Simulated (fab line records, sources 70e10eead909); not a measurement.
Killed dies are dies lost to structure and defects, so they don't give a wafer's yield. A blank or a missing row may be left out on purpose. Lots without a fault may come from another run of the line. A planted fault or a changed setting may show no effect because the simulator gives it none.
Chamber matching | flow nand_harc | NHARC_P_M0_CMP_23 on cmp-02: 4 sister chambers
The step polishes, t overpolish 20 s, target thk 117.54 nm. 20 wafers are shown with their chamber, then 10 later ones without.

WAFERS WITH THEIR CHAMBER
wafer  | chamber | time_to_endpoint_s (s) | motor_current_A (A)
L075.3 | 0       | 25                     | 13.7
L075.4 | 3       | 31                     | 12.9
L075.5 | 3       | 31                     | 13.2
L079.1 | 3       | 33                     | 12.5
L079.4 | 2       | 32                     | 12.9
L079.5 | 3       | 34                     | 12.5
L081.2 | 1       | 35                     | 11.7
L081.3 | 3       | 31                     | 12.7
L081.6 | 3       | 31                     | 13.0
L082.1 | 0       | 23                     | 14.3
L082.2 | 2       | 31                     | 12.9
L082.5 | 0       | 21                     | 14.4
L083.1 | 3       | 35                     | 13.1
L083.2 | 2       | 31                     | 13.0
L083.6 | 0       | 25                     | 14.3
L084.3 | 3       | 31                     | 13.0
L084.4 | 1       | 37                     | 12.0
L084.5 | 2       | 32                     | 13.2
L086.1 | 0       | 23                     | 14.2
L086.2 | 1       | 36                     | 12.3

SIGNATURES (means of the wafers above)
reading            | chamber 0 | chamber 1 | chamber 2 | chamber 3 | scatter within a chamber
time_to_endpoint_s | 23.40     | 36.00     | 31.50     | 32.12     | 1.44
motor_current_A    | 14.180    | 12.000    | 13.000    | 12.863    | 0.256
Rule: a wafer's distance from a chamber is the root of the sum, over the readings, of the square of ((its reading less the chamber's mean) divided by the reading's scatter). The wafer belongs to the nearest chamber; if the next one is less than 2 further off, it can't be placed. The scatter: the root of (the sum of the squares of (reading less its chamber's mean) over the shown wafers, divided by (wafers less chambers)).

WAFERS WITHOUT THEIR CHAMBER
wafer  | time_to_endpoint_s (s) | motor_current_A (A)
L086.5 | 25                     | 13.5
L094.1 | 38                     | 12.1
L094.2 | 30                     | 12.8
L094.5 | 30                     | 12.5
L095.2 | 37                     | 12.0
L095.3 | 28                     | 14.0
L095.4 | 32                     | 12.5
L096.2 | 32                     | 13.7
L096.3 | 25                     | 13.9
L096.5 | 26                     | 14.5

WHICH CHAMBER EACH WENT THROUGH
wafer  | from the rows above          | in truth
L086.5 | 0                            | 0
L094.1 | 1                            | 1
L094.2 | can't be placed: 2 or 3      | 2
L094.5 | can't be placed: 3 or 2      | 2
L095.2 | 1                            | 1
L095.3 | can't be placed: 0 or 2      | 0
L095.4 | can't be placed: 3 or 2 or 1 | 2
L096.2 | can't be placed: 2 or 3      | 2
L096.3 | 0                            | 0
L096.5 | 0                            | 0
Placed correctly: 5 of 10. Can't be placed from these rows: 5 (the true chamber is among the candidates in 5). Placed wrongly: 0.
